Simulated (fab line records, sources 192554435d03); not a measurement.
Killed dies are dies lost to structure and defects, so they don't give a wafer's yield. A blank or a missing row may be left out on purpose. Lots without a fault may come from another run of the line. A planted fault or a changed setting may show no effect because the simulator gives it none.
Split-lot experiment | flow n5_finfet | 7 lots, 21 wafers read, on a route of 1938 steps

THE SPLIT
At N5_SDB_CMP_30 (polishes, stops on poly-Si, t overpolish 1.54 s, target thk 30 nm), the setting down_force_psi was moved away from the recipe's 4.1491 psi on 5 of the 21 wafers read, by +10.7% to +21.1%. The other wafers ran this setting at the recipe's value.

FROM THE SPLIT TO THE READING: what the file shows between them, 5 steps
- N5_DUMMY_REMOVAL_HM_STRIP_01: strips SiNx in CH3F/O2, stops on poly-Si, target depth 4 nm, time 6.8 s
- N5_DUMMY_REMOVAL_STRIP_10: strips in N2/H2, time 40 s
- N5_DUMMY_REMOVAL_PRECLEAN_07: cleans in dHF, time 30 s
- N5_DUMMY_REMOVAL_DUMMY_REMOVE_02: chemistry TMAH, target poly-Si, stops on SiO2, target depth 142 nm, time 57 s, rinse time 30 s
- N5_DUMMY_REMOVAL_PRECLEAN_08: cleans in NF3:NH3, afs cycles 2, time 20 s, sublimation time 60 s

THE READING
SiNx_of_SDB_ALD_29.thk_nm (the simulator's own value, which no gauge read), in nm, at N5_DUMMY_REMOVAL_PRECLEAN_04 (cleans in DHF, time 37 s). The file gives no usual value for it. The 16 wafers here that ran the recipe average 29.2 nm, standard deviation 0.11 nm.

wafer  | tool, chamber at the split | down_force_psi as run, psi | against the recipe | SiNx_of_SDB_ALD_29.thk_nm, nm | against lot-mates on the recipe
L075.2 | cmp-04, 2                  | 4.1491                     | recipe             | 29.4                          | -
L075.3 | cmp-04, 0                  | 4.1491                     | recipe             | 29.2                          | -
L075.6 | cmp-04, 2                  | 4.781                      | +15.2%             | 28.6                          | -0.7
L079.3 | cmp-02, 3,2                | 4.1491                     | recipe             | 29                            | -
L079.4 | cmp-02, 0                  | 4.1491                     | recipe             | 29                            | -
L079.6 | cmp-02, 3,2                | 4.1491                     | recipe             | 29                            | -
L081.1 | cmp-03, 3,1,2              | 4.1491                     | recipe             | 29.2                          | -
L081.2 | cmp-03, 3,1,2              | 4.1491                     | recipe             | 29.2                          | -
L081.4 | cmp-03, 3,1,2              | 4.1491                     | recipe             | 29.2                          | -
L088.1 | cmp-03, 2,1                | 4.1491                     | recipe             | 29.2                          | -
L088.2 | cmp-03, 2,1                | 4.1491                     | recipe             | 29.2                          | -
L088.4 | cmp-03, 3                  | 4.972                      | +19.8%             | 28.4                          | -0.8
L091.2 | cmp-04, 1,2,1              | 4.1491                     | recipe             | 29                            | -
L091.4 | cmp-04, 1,2,1              | 4.1491                     | recipe             | 29.2                          | -
L091.6 | cmp-04, 1,2,1              | 4.1491                     | recipe             | 29.2                          | -
L095.1 | cmp-02, 1,3                | 4.1491                     | recipe             | 29.2                          | -
L095.4 | cmp-02, 1,3                | 4.1491                     | recipe             | 29.2                          | -
L095.3 | cmp-02, 2                  | 5.023                      | +21.1%             | 28.2                          | -1.0
L096.4 | cmp-04, 3,1                | 4.591                      | +10.7%             | 28.8                          | -0.4
L096.6 | cmp-04, 3,1                | 4.591                      | +10.7%             | 28.8                          | -0.4
L096.5 | cmp-04, 2                  | 4.1491                     | recipe             | 29.2                          | -
Where a row lists several chambers, the file gives one row for several wafers and doesn't say which wafer went through which chamber.

THE FIT
A straight line over all 21 wafers: SiNx_of_SDB_ALD_29.thk_nm changes by -0.0402 nm for each +1% of down_force_psi; r = -0.94; the points scatter about the line by 0.1 nm.
The same after taking each lot's own level away (the mean of its wafers on the recipe; 21 wafers): -0.0435 nm for each +1%; r = -0.98; scatter 0.059 nm.
On that fit, the largest move of down_force_psi shifts the reading by 0.92 nm.
The lots' own levels span 29.00 to 29.30 nm, that is 2.8 times the standard deviation above.
So the lot-to-lot level changes the slope little: the two slopes agree.
Check: with one of the wafers moved furthest among these (+21.1%) left out of the fit, the line predicts -0.867 nm for it against its lot-mates. It came out at -1 nm against them.

OTHER SPLITS ON THESE WAFERS
These wafers also went through other splits before the reading. Each is held against what the fit with the lots' levels taken away leaves over:
other split on the same wafers | wafers away from the commonest value | r with SiNx_of_SDB_ALD_29.thk_nm (lot level and that fit taken away)
N5_SD_EPI_P_EPI_21 temp_c      | 8                                    | +0.34
N5_SDB_CUT_ETCH_26 bias_w      | as run: not given for these wafers   | -

THE WHOLE CHAIN: every reading that the file lists as answering this split, in the file's order
step                         | what it does                                                      | reading                                                                    | change (the file's fit)                | r (the file's)
N5_SDB_CMP_30                | polishes, stops on poly-Si, t overpolish 1.54 s, target thk 30 nm | SiNx_of_SDB_ALD_29.thk_nm (the simulator's own value, which no gauge read) | -0.0457 nm for each +1% of the setting | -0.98
N5_DUMMY_REMOVAL_PRECLEAN_07 | cleans in dHF, time 30 s                                          | SiNx_of_SDB_ALD_29.thk_nm (the simulator's own value, which no gauge read) | -0.0423 nm for each +1% of the setting | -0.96
N5_DUMMY_REMOVAL_PRECLEAN_04 | cleans in DHF, time 37 s                                          | SiNx_of_SDB_ALD_29.thk_nm (the simulator's own value, which no gauge read) | -0.0439 nm for each +1% of the setting | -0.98

THE FILE'S OWN FIT
SiNx_of_SDB_ALD_29.thk_nm changes by -0.0439 nm for each +1% of down_force_psi, r = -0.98.
